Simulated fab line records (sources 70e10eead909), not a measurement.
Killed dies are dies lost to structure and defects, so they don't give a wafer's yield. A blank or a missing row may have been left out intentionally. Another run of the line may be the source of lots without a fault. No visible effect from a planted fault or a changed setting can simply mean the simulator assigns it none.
Which tool is to blame? | flow nand_harc | 11 lots with 33 wafers sampled at 6 steps, on a route of 1302 steps

## WHAT EACH GAUGE READ, for each wafer
NHARC_A_CHANNEL_HOLE_D1_CD_MEAS_10: target cd 100 nm. Usual: cd_nm 100.2 nm, standard deviation 0.63.
lot  | measured     | on        | cd_nm (nm)        | flag
L645 | day 9 01:06  | cd_sem-01 | 100.8 101.0 99.3  |
L648 | day 10 03:08 | cd_sem-02 | 100.0 100.2 100.0 |
L650 | day 10 22:34 | cd_sem-03 | 100.3 100.7 99.7  |
L653 | day 12 07:15 | cd_sem-03 | 100.5 100.4 100.1 |
L654 | day 12 20:08 | cd_sem-02 | 100.3 99.8 99.8   |
L655 | day 13 01:05 | cd_sem-01 | 102.0 103.0 102.4 | OFF
L656 | day 13 07:31 | cd_sem-03 | 102.4 102.4 102.2 | OFF
L660 | day 15 02:24 | cd_sem-02 | 100.9 100.4 100.6 |
L661 | day 15 14:02 | cd_sem-03 | 100.3 102.2 100.5 |
L662 | day 16 04:52 | cd_sem-03 | 100.9 100.8 101.2 |
L665 | day 17 05:25 | cd_sem-01 | 99.7 99.8 99.8    |

NHARC_END_SORT_01. Usual: killed_at_array 52, standard deviation 18; killed_at_other 0.6, standard deviation 1.1; killed_at_periphery 3.7, standard deviation 2.4; killed_dies 57, standard deviation 19; killed_open 3.1, standard deviation 1.7; killed_short 2.5, standard deviation 1.7.
lot  | measured     | on        | killed_at_array | killed_at_other | killed_at_periphery | killed_dies | killed_open | killed_short | flag
L648 | day 26 00:19 | prober-01 | 85 91 63        | 0 1 1           | 3 6 4               | 88 98 68    | 2 6 6       | 1 3 3        |

## EACH LOT AND THE TOOL THAT RAN IT (in order: tool; ch and the chambers of the sampled wafers; start)
lot  | NHARC_A_ONON_D1_DEP_33          | NHARC_A_CHANNEL_HOLE_D1_PEB_08    | NHARC_A_CHANNEL_HOLE_D1_ETCH_34             | NHARC_A_CHANNEL_HOLE_D1_ETCH_16
L645 | pecvd-04 ch 1,2, day 8 20:47    | litho_track-04 ch 0, day 9 01:01  | rie_diel-01 ch 0,1,3, no start              | rie_diel-01 ch 0,3, no start
L648 | pecvd-03 ch 0,1,2, day 9 22:59  | litho_track-01 ch 0, day 10 03:03 | rie_diel-01 ch 2,3, day 26 00:19 or earlier | rie_diel-01 ch 0,2,3, day 26 00:19 or earlier
L650 | pecvd-03 ch 1,2, day 10 18:10   | litho_track-04 ch 0, day 10 22:29 | rie_diel-01 ch 0,1,2, no start              | rie_diel-01 ch 0,2,3, no start
L653 | pecvd-04 ch 0,1, day 12 02:37   | litho_track-06 ch 0, day 12 07:10 | rie_diel-08 ch 0,1,2, no start              | rie_diel-08 ch 0,1,2, no start
L654 | pecvd-03 ch 1,2, day 12 13:22   | litho_track-04 ch 0, day 12 20:03 | rie_diel-01 ch 0,1,2, no start              | rie_diel-01 ch 1,2,3, no start
L655 | pecvd-04 ch 0,1,2, day 12 19:07 | litho_track-01 ch 0, day 13 01:00 | rie_diel-01 ch 0,2,3, no start              | rie_diel-01 ch 0,1,3, no start
L656 | pecvd-03 ch 1,2, day 13 04:26   | litho_track-01 ch 0, day 13 07:26 | rie_diel-01 ch 1,2,3, no start              | rie_diel-01 ch 1,2,3, no start
L660 | pecvd-03 ch 0,1,2, day 14 23:12 | litho_track-04 ch 0, day 15 02:20 | rie_diel-01 ch 1,2,3, no start              | rie_diel-01 ch 2,3, no start
L661 | pecvd-04 ch 0,2, day 15 10:46   | litho_track-06 ch 0, day 15 13:57 | rie_diel-08 ch 0,2, no start                | rie_diel-08 ch 0,1,3, no start
L662 | pecvd-03 ch 0,1,2, day 16 01:18 | litho_track-04 ch 0, day 16 04:47 | rie_diel-01 ch 0,3, no start                | rie_diel-01 ch 1,2,3, no start
L665 | pecvd-01 ch 1,2, day 16 20:49   | litho_track-01 ch 0, day 17 05:20 | rie_diel-02 ch 0,1, no start                | rie_diel-02 ch 2,3, no start
- NHARC_A_ONON_D1_DEP_33: deposits SiO2, target thk 200 nm.
- NHARC_A_CHANNEL_HOLE_D1_PEB_08: peb time 65 s.
- NHARC_A_CHANNEL_HOLE_D1_ETCH_34: etches the open film in CF4/CHF3, target depth 154 nm, time 77 s.
- NHARC_A_CHANNEL_HOLE_D1_ETCH_16: etches the open film in O2/COS, target depth 3100 nm, time 806 s.

## WHAT THE TOOLS THEMSELVES READ (means of the sampled wafers that have a number; where no wafer has one, the mark that the record gives instead)
NHARC_A_ONON_D1_DEP_33. Usual: heater_power_w 579 W, standard deviation 86; throttle_valve_pct 15.5 %, standard deviation 0.78.
lot  | tool     | heater_power_w (W) | throttle_valve_pct (%) | flag
L645 | pecvd-04 | 591                | 16.1                   |
L648 | pecvd-03 | 466                | 15.6                   |
L650 | pecvd-03 | 434                | 15.3                   |
L653 | pecvd-04 | 620                | 14.9                   |
L654 | pecvd-03 | 430                | 15.1                   |
L655 | pecvd-04 | 607                | 15.4                   |
L656 | pecvd-03 | 411                | 15.4                   |
L660 | pecvd-03 | 528                | 15.8                   |
L661 | pecvd-04 | 608                | 15.6                   |
L662 | pecvd-03 | 518                | 15.9                   |
L665 | pecvd-01 | 637                | 14.5                   |

NHARC_A_CHANNEL_HOLE_D1_PEB_08. Usual: chill_plate_temp_C 22.97 C, standard deviation 0.11; exhaust_pa 44.9 Pa, standard deviation 0.83.
lot  | tool           | chill_plate_temp_C (C) | exhaust_pa (Pa) | flag
L645 | litho_track-04 | 22.93                  | 45.6            |
L648 | litho_track-01 | 22.84                  | 44.7            |
L650 | litho_track-04 | 23.10                  | 45.7            |
L653 | litho_track-06 | 22.98                  | 44.6            |
L654 | litho_track-04 | 22.85                  | 44.1            |
L655 | litho_track-01 | 22.89                  | 44.2            |
L656 | litho_track-01 | 22.89                  | 44.5            |
L660 | litho_track-04 | 22.89                  | 45.0            |
L661 | litho_track-06 | 23.04                  | 43.3            |
L662 | litho_track-04 | 22.96                  | 46.3            |
L665 | litho_track-01 | 23.13                  | 44.5            |

NHARC_A_CHANNEL_HOLE_D1_ETCH_34. Usual: drypump_motor_current_A 5.9 A, standard deviation 0.41; oes_product_au 0.941 a.u., standard deviation 0.023; rf_vpp_V 370.4 V, standard deviation 1.7; showerhead_plenum_p_Torr 1.57 Torr, standard deviation 0.04; throttle_valve_pct 16.801 %, standard deviation 0.0095.
lot  | tool        | drypump_motor_current_A (A) | oes_product_au (a.u.) | rf_vpp_V (V) | showerhead_plenum_p_Torr (Torr) | throttle_valve_pct (%) | flag
L645 | rie_diel-01 | 5.9                         | 0.922                 | 369.8        | 1.55                            | 16.799                 |
L648 | rie_diel-01 | 6.0                         | 0.971                 | 369.7        | 1.57                            | 16.799                 |
L650 | rie_diel-01 | 6.1                         | 0.948                 | 369.9        | 1.58                            | 16.800                 |
L653 | rie_diel-08 | 5.3                         | 0.961                 | 368.7        | 1.55                            | 16.804                 |
L654 | rie_diel-01 | 6.1                         | 0.956                 | 370.8        | 1.58                            | 16.793                 |
L655 | rie_diel-01 | 6.1                         | 0.926                 | 370.7        | 1.57                            | 16.806                 |
L656 | rie_diel-01 | 5.9                         | 0.926                 | 370.0        | 1.57                            | 16.796                 |
L660 | rie_diel-01 | 5.9                         | 0.928                 | 370.4        | 1.57                            | 16.805                 |
L661 | rie_diel-08 | 5.1                         | 0.930                 | 371.8        | 1.59                            | 16.805                 |
L662 | rie_diel-01 | 6.1                         | 0.926                 | 369.0        | 1.55                            | 16.802                 |
L665 | rie_diel-02 | 5.3                         | 0.913                 | 372.9        | 1.65                            | 16.797                 |

NHARC_A_CHANNEL_HOLE_D1_ETCH_16. Usual: drypump_motor_current_A 5.9 A, standard deviation 0.39; oes_product_au 1.000 a.u., standard deviation 0.0081; rf_vpp_V 314.0 V, standard deviation 1.4; showerhead_plenum_p_Torr 3.11 Torr, standard deviation 0.082; throttle_valve_pct 28.330 %, standard deviation 0.0087.
lot  | tool        | drypump_motor_current_A (A) | oes_product_au (a.u.) | rf_vpp_V (V) | showerhead_plenum_p_Torr (Torr) | throttle_valve_pct (%) | flag
L645 | rie_diel-01 | 6.1                         | 0.998                 | 313.7        | 3.08                            | 28.338                 |
L648 | rie_diel-01 | 6.1                         | 0.999                 | 314.2        | 3.12                            | 28.328                 |
L650 | rie_diel-01 | 6.2                         | 0.996                 | 314.1        | 3.12                            | 28.329                 |
L653 | rie_diel-08 | 5.3                         | 0.990                 | 313.5        | 3.08                            | 28.324                 |
L654 | rie_diel-01 | 6.0                         | 1.002                 | 314.6        | 3.11                            | 28.329                 |
L655 | rie_diel-01 | 6.0                         | 1.006                 | 312.7        | 3.07                            | 28.340                 |
L656 | rie_diel-01 | 6.0                         | 1.008                 | 314.1        | 3.11                            | 28.329                 |
L660 | rie_diel-01 | 6.0                         | 1.000                 | 314.0        | 3.10                            | 28.335                 |
L661 | rie_diel-08 | 5.6                         | 0.999                 | 312.9        | 3.05                            | 28.331                 |
L662 | rie_diel-01 | 6.0                         | 1.007                 | 313.8        | 3.11                            | 28.325                 |
L665 | rie_diel-02 | 5.5                         | 1.001                 | 313.9        | 3.11                            | 28.332                 |

## THE ANSWER, worked out from the rows above alone
Rule: lot off if the mean of its wafers having a number is beyond 3 standard deviations from the usual mean. Also off: a lot with no number at a reading for which 4 or more lots have one. All remaining lots with rows at the step are treated as sound. The gauges are gone through in route order, then the tools' own readings, and for those a lot's mean is taken as printed above. The first step at which some lot is off is used, and at that step the reading that is off furthest; a lot without a number counts as furthest.
Off: L655, L656, at NHARC_A_CHANNEL_HOLE_D1_CD_MEAS_10 (cd_nm).
A tool fits if, at a process step before that reading, it ran every lot that is off, and no sound lot after the first of them. The gauges at NHARC_A_CHANNEL_HOLE_D1_CD_MEAS_10 are tried like those tools. Of those tried, none fits.

## WHAT WAS PUT IN BY THE SIMULATOR
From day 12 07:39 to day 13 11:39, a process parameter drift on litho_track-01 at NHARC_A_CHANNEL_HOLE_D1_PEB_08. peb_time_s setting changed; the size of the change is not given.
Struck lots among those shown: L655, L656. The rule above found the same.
